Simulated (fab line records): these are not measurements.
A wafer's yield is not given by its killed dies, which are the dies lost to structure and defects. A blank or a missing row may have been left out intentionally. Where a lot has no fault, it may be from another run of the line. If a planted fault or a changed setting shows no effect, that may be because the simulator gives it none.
Split-lot trial -- flow n5-finfet -- 21 wafers read from 7 lots, route of 1938 steps

ABOUT THE SPLIT
At N5_BEOL_M14_PEB_26 (peb time 90 s), the setting peb-temp-c was moved away from the recipe's 130 C on 6 of the 21 wafers read, by -2.8% to +2.7%. This setting was run at the recipe's value on the other wafers.

FROM THE SPLIT TO THE READING: what the file shows between them, 2 steps
- N5_BEOL_M14_DEVELOP_27: develop time 45 s
- N5_BEOL_M14_HARDBAKE_32: time 120 s

THE READING
At N5_BEOL_M14_CD_MEAS_28: cd-nm in nanometres, against a target cd of 284.4 nm. On this fab line, fault-free wafers typically give 284.4 nm with a standard deviation of 1.7 nm.

wafer,"tool, chamber at the split","peb-temp-c as run, C",against the recipe,"cd-nm, nm",against lot-mates on the recipe
L077.1,"litho-track-01, 0",130,recipe,284.7,-
L077.5,"litho-track-01, 0",131.6,+1.2%,289.9,+5.8
L077.6,"litho-track-01, 0",130,recipe,283.5,-
L084.2,"litho-track-01, 0",130,recipe,285.1,-
L084.5,"litho-track-01, 0",130,recipe,286.2,-
L084.6,"litho-track-01, 0",130,recipe,287.2,-
L086.2,"litho-track-04, 0",130,recipe,283.0,-
L086.5,"litho-track-04, 0",130,recipe,286.7,-
L086.6,"litho-track-04, 0",130,recipe,282.6,-
L087.1,"litho-track-01, 0",127.9,-1.6%,273.7,-11.6
L087.3,"litho-track-01, 0",130,recipe,285.3,-
L087.4,"litho-track-01, 0",127.9,-1.6%,274.9,-10.4
L090.1,"litho-track-04, 0",133.5,+2.7%,299.3,+14.8
L090.3,"litho-track-04, 0",130,recipe,285.4,-
L090.4,"litho-track-04, 0",130,recipe,283.7,-
L094.2,"litho-track-01, 0",126.4,-2.8%,263.0,-19.3
L094.4,"litho-track-01, 0",130,recipe,281.5,-
L094.5,"litho-track-01, 0",130,recipe,283.1,-
L096.2,"litho-track-05, 0",130,recipe,284.1,-
L096.5,"litho-track-05, 0",130,recipe,285.5,-
L096.6,"litho-track-05, 0",133.3,+2.5%,299.9,+15.1

FIT RESULTS
A straight line over all 21 wafers: cd-nm changes by +6.35 nm for each +1% of peb-temp-c; r = +0.97; the points scatter about the line by 1.8 nm.
The same after taking each lot's own level away (the mean of its wafers on the recipe; 21 wafers): +6.21 nm for each +1%; r = +0.99; scatter 1.2 nm.
Per that fit: largest peb-temp-c move, reading shift of 17 nm.
Across the lots, their own levels run from 282.30 to 286.17 nm, a range of 2.3 times the standard deviation given above.
Hence the lot-to-lot level has little effect on the slope; both slopes agree.
Check: -16.8 nm against its lot-mates is what the line predicts for one of the wafers moved furthest among these (-2.8%) when that wafer is left out of the fit. It came out at -19.3 nm against them.

FURTHER SPLITS ON THESE WAFERS
Before the reading, these wafers also passed through other splits. Each is held against what the fit with the lots' levels taken away leaves over:
other split on the same wafers,wafers away from the commonest value,r with cd-nm (lot level and that fit taken away)
N5_BEOL_M13_ILD_DEP_00 time-s,6,+0.22
N5_BEOL_M13_COAT_04 spin-rpm,9,+0.14

THE WHOLE CHAIN: every reading that the file lists as answering this split, in the file's order
step,what it does,reading,change (the file's fit),r (the file's)
N5_BEOL_M14_CD_MEAS_28,target cd 284.4 nm,cd-nm,+6.14 nm for each +1% of the setting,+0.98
N5_BEOL_M14_DESCUM_33,"chemistry O2, time 7.9 s","BEOL_M14.cd-nm (the simulator's own value, which no gauge read)",+6.05 nm for each +1% of the setting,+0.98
N5_BEOL_M14_ETCH_68,"etches SOC in N2/H2, time 450 s","BEOL_M14.cd-nm (the simulator's own value, which no gauge read)",+6.09 nm for each +1% of the setting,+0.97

FILE'S OWN FIT
cd-nm changes by +6.14 nm for each +1% of peb-temp-c, r = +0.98.
